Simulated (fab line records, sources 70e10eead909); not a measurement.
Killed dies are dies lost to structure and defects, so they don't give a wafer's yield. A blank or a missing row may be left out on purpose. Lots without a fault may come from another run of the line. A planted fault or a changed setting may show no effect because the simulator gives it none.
fab line records | flow nand_harc
record lots=13 wafers=39 last_day=30
route steps=1302 shown A_DECK1_JOINT@526 A_BONDPAD@1221 THIN_TSV@1259 END@1302
lots that met no fault: from a run of the same line without faults
start_h: hours from the record's first day to the start of the lot's first wafer shown | wait_h: hours since the lot's step before | " the same as in the row above | L1.1+2: a row that stands for several wafers | - no value, or no start given | * or withheld: withheld | < > ~ a bound
route shown NAME@n: a module of which the file shows steps, and the number in the route of the first | usual: mean/standard deviation of fault-free wafers | same: alike in all rows | chamber/n: place in a boat | sites: the reading at each site | _std_site: their standard deviation | _edge_site: outer sites' mean less inner sites' | radius_mm: how far each site lies from the wafer's centre | mask NAME#n: copy n | behind: the tool/chamber that last shaped the wafer | hold: why the lot was held/for how many hours/how that ended | device: the transistor (n, p or np) that didn't switch | end of line: the same wafers' tests at the end of the route | a step without rows: its recipe alone | killed: dies lost to structure and defects at the first sort, not the wafer's yield | map: a wafer's dies, x killed, . not, _ none there
set.NAME: the setting as run; set.NAME@STEP: as run at that earlier step | model.NAME: the simulator's own value behind a step, which no gauge read
steps of the route over a sample of lots; a table a step, a row a wafer
services: from which hour (start_h, from the record's first day; less than 0 if before it) a tool's chamber was out of use, for how many hours, and why
## steps
# step NHARC_A_DECK1_JOINT_CVD_12
# recipe target_thk_a=900 temp_c=620 pressure_mtorr=200 time_s=1800 material=poly-Si
# same time_s=1800
# columns lot.wafer tool chamber start_h wait_h
L948.2+4+5 lpcvd_poly-04 0 240.01 2.6
L949.2+4+5 lpcvd_poly-04 0 258.02 3.1
L951.1+4+6 lpcvd_poly-02 0 271.69 2.5
L952.1+3+5 lpcvd_poly-02 0 271.69 2.4
L953.4+5+6 lpcvd_poly-02 0 288.79 2.5
L954.2+4+5 lpcvd_poly-04 0 307.19 2.6
L956.1+3+4 lpcvd_poly-02 0 324.09 2.4
L957.2+3+4 lpcvd_poly-04 0 345.02 2.5
L958.3+4+5 lpcvd_poly-03 0 349.46 2.5
L959.1+2+6 lpcvd_poly-03 0 349.46 2.7
L960.3+5+6 lpcvd_poly-04 0 365.16 2.5
L962.2+3+4 lpcvd_poly-04 0 386.36 2.6
L963.3+4+6 lpcvd_poly-02 0 393.00 2.4
# step NHARC_A_BONDPAD_CD_MEAS_13
# usual cd_nm=499.4/1.7
# columns lot.wafer tool chamber start_h wait_h cd_nm
L948.2 cd_sem-01 - 530.35 - 499.5
L948.4 " - " " 499.9
L948.5 " - " " 498.8
L949.2 cd_sem-01 - 550.08 - 499.9
L949.4 " - " " 500.1
L949.5 " - " " 498.4
L953.4 cd_sem-01 - 561.54 - 499.1
L953.5 " - " " 501.9
L953.6 " - " " 497.5
L951.1 cd_sem-03 - 562.25 - 500.4
L951.4 " - " " 501.4
L951.6 " - " " 500.6
L952.1 cd_sem-03 - 566.63 - 496.9
L952.3 " - " " 498.1
L952.5 " - " " 499.4
L954.2 cd_sem-02 - 593.91 - 499.7
L954.4 " - " " 499.6
L954.5 " - " " 498.4
L956.1 cd_sem-03 - 604.46 - 498.5
L956.3 " - " " 500.5
L956.4 " - " " 497.7
L959.1 cd_sem-02 - 645.72 - 497.8
L959.2 " - " " 499.3
L959.6 " - " " 496.9
L958.3 cd_sem-01 - 654.76 - 499.4
L958.4 " - " " 497.3
L958.5 " - " " 497.0
L960.3 cd_sem-03 - 657.34 - 498.9
L960.5 " - " " 500.0
L960.6 " - " " 500.3
L957.2 cd_sem-03 - 661.34 - 501.2
L957.3 " - " " 502.9
L957.4 " - " " 498.4
L962.2 cd_sem-02 - 677.32 - 499.9
L962.3 " - " " 495.9
L962.4 " - " " 500.1
L963.3 cd_sem-02 - 678.97 - 501.1
L963.4 " - " " 501.8
L963.6 " - " " 501.5
# step NHARC_THIN_TSV_CD_MEAS_12
# recipe target_cd_nm=1000 landing_energy_ev=500
# usual cd_nm=998.5/1.7
# columns lot.wafer tool chamber start_h wait_h cd_nm
L948.2 cd_sem-03 0 543.92 - 998.9
L948.4 " 0 " " 998.1
L948.5 " 0 " " 998.8
L949.2 cd_sem-01 0 565.54 - 997.6
L949.4 " 0 " " 998.3
L949.5 " 0 " " 999.9
L953.4 cd_sem-02 0 575.92 - 998.2
L953.5 " 0 " " 998.4
L953.6 " 0 " " 996.2
L951.1 cd_sem-03 0 577.07 - 997.8
L951.4 " 0 " " 998.6
L951.6 " 0 " " 1000.4
L952.1 cd_sem-01 0 583.54 - 999.6
L952.3 " 0 " " 997.9
L952.5 " 0 " " 994.1
L954.2 cd_sem-03 0 608.32 - 998.2
L954.4 " 0 " " 999.6
L954.5 " 0 " " 998.6
L956.1 cd_sem-02 0 618.97 - 999.3
L956.3 " 0 " " 998.3
L956.4 " 0 " " 1002.8
L959.1 cd_sem-02 0 660.51 - 997.2
L959.2 " 0 " " 997.1
L959.6 " 0 " " 997.6
L958.3 cd_sem-01 0 672.60 - 1000.1
L958.4 " 0 " " 999.4
L958.5 " 0 " " 998.5
L960.3 cd_sem-03 0 674.01 - 1001.9
L960.5 " 0 " " 1001.7
L960.6 " 0 " " 998.5
L957.2 cd_sem-03 0 675.07 - 996.8
L957.3 " 0 " " 996.1
L957.4 " 0 " " 996.0
L962.2 cd_sem-01 0 691.78 - 998.5
L962.3 " 0 " " 994.9
L962.4 " 0 " " 999.5
L963.3 cd_sem-03 0 693.09 - 999.2
L963.4 " 0 " " 999.6
L963.6 " 0 " " 1000.8
# step NHARC_THIN_TSV_CD_MEAS_33
# recipe target_cd_nm=5000 landing_energy_ev=500
# usual cd_nm=4999.8/2
# columns lot.wafer tool chamber start_h wait_h cd_nm
L948.2 cd_sem-03 0 549.84 - 5002.4
L948.4 " 0 " " 5001.6
L948.5 " 0 " " 5001.4
L949.2 cd_sem-03 0 571.44 - 5000.8
L949.4 " 0 " " 5002.8
L949.5 " 0 " " 5002.3
L953.4 cd_sem-01 0 581.87 - 4999.6
L953.5 " 0 " " 5003.6
L953.6 " 0 " " 5003.7
L951.1 cd_sem-03 0 583.15 - 4999.9
L951.4 " 0 " " 5001.3
L951.6 " 0 " " 5003.0
L952.1 cd_sem-02 0 589.45 - 4999.2
L952.3 " 0 " " 4999.6
L952.5 " 0 " " 5001.2
L954.2 cd_sem-03 0 614.39 - 4997.9
L954.4 " 0 " " 4999.9
L954.5 " 0 " " 5000.3
L956.1 cd_sem-02 0 624.95 - 5003.1
L956.3 " 0 " " 5001.6
L956.4 " 0 " " 4998.4
L959.1 cd_sem-03 0 666.38 - 5002.3
L959.2 " 0 " " 4998.2
L959.6 " 0 " " 5000.3
L958.3 cd_sem-01 0 678.96 - 5001.4
L958.4 " 0 " " 4998.2
L958.5 " 0 " " 4998.4
L960.3 cd_sem-03 0 680.32 - 4997.8
L960.5 " 0 " " 4997.4
L960.6 " 0 " " 4999.5
L957.2 cd_sem-03 0 681.38 - 4999.7
L957.3 " 0 " " 4997.6
L957.4 " 0 " " 5004.0
L962.2 cd_sem-03 0 697.70 - 4998.9
L962.3 " 0 " " 4998.4
L962.4 " 0 " " 4999.0
L963.3 cd_sem-03 0 699.09 - 4999.6
L963.4 " 0 " " 4998.0
L963.6 " 0 " " 4996.0
# step NHARC_END_SORT_01
# recipe temp_c=25
# usual killed_at_array=51/17 killed_at_other=1.0/1.2 killed_at_periphery=3.4/2.5 killed_dies=56/17 killed_open=3.3/2.1 killed_short=2.6/1.6
# same gross_dies=677
# columns lot.wafer tool chamber start_h wait_h killed_at_array killed_at_other killed_at_periphery killed_dies killed_open killed_short
L962.2 prober-02 0 710.76 2.8 96 0 2 98 2 2
L962.3 prober-02 0 711.56 3.1 116 0 5 121 2 0
L962.4 prober-02 0 712.35 3.4 92 1 1 94 3 3
# killed by level:class
L962.2 A_DECK1_JOINT:unspecified=63 A_CHANNEL_HOLE_D1:chamber_film_flake=10 A_CHANNEL_HOLE_D2:chamber_film_flake=7 A_CHANNEL_FILL_D2:chamber_film_flake=3 A_CONTACT:chamber_film_flake=3 A_STAIRCASE:chamber_film_flake=2 A_CHANNEL_FILL_D1:chamber_film_flake=2 A_BLC:chamber_film_flake=2
L962.3 A_DECK1_JOINT:unspecified=68 A_CHANNEL_HOLE_D1:chamber_film_flake=31 A_M1:chamber_film_flake=4 P_GATE:chamber_film_flake=3 A_CONTACT:chamber_film_flake=3 P_BONDPAD:chamber_film_flake=2 A_CHANNEL_HOLE_D2:chamber_film_flake=2 A_STAIRCASE:chamber_film_flake=2
L962.4 A_DECK1_JOINT:unspecified=63 A_CHANNEL_HOLE_D1:chamber_film_flake=9 A_CHANNEL_HOLE_D2:chamber_film_flake=9 A_CHANNEL_FILL_D1:chamber_film_flake=2 A_CONTACT:chamber_film_flake=2 A_CHANNEL_HOLE_D1:geometric_particle:open=1 A_DECK1_JOINT:geometric_particle:short=1 A_CHANNEL_FILL_D2:geometric_particle:open=1
## services
# columns tool chamber start_h hours kind
lpcvd_poly-02 - 232.51 28.2 repair
lpcvd_poly-04 - 358.96 2.5 repair
lpcvd_poly-03 - 386.00 26.0 pm
## key
first_sign step=NHARC_END_SORT_01 reading=killed_at_array direction=up sigmas=3 usual=51 struck=101
effect step=NHARC_END_SORT_01 reading=killed_dies direction=up sigmas=2.8 usual=56 struck=104
more_kills_born_at NHARC_A_DECK1_JOINT_CVD_12@lpcvd_poly-04=194
met_at NHARC_A_DECK1_JOINT_CVD_12
struck_lots L962
tester_left_out L962
not_acting_at NHARC_A_BONDPAD_CD_MEAS_13,NHARC_THIN_TSV_CD_MEAS_12,NHARC_THIN_TSV_CD_MEAS_33
onset_between 365.16 386.36
also_fits time
fault kind=chamber_particle_source tool=lpcvd_poly-04 chamber=- onset_h=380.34 steps=NHARC_A_DECK1_JOINT_CVD_12 rate_per_visit_cm2=1.6959 end_h=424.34
# tester_left_out: of these lots the tester's yield and bins aren't shown, on N5 and GAA mostly nor the transistor test; their killed dies are dies lost to structure and defects alone, not to doping, threshold or leakage, so they don't give the yield
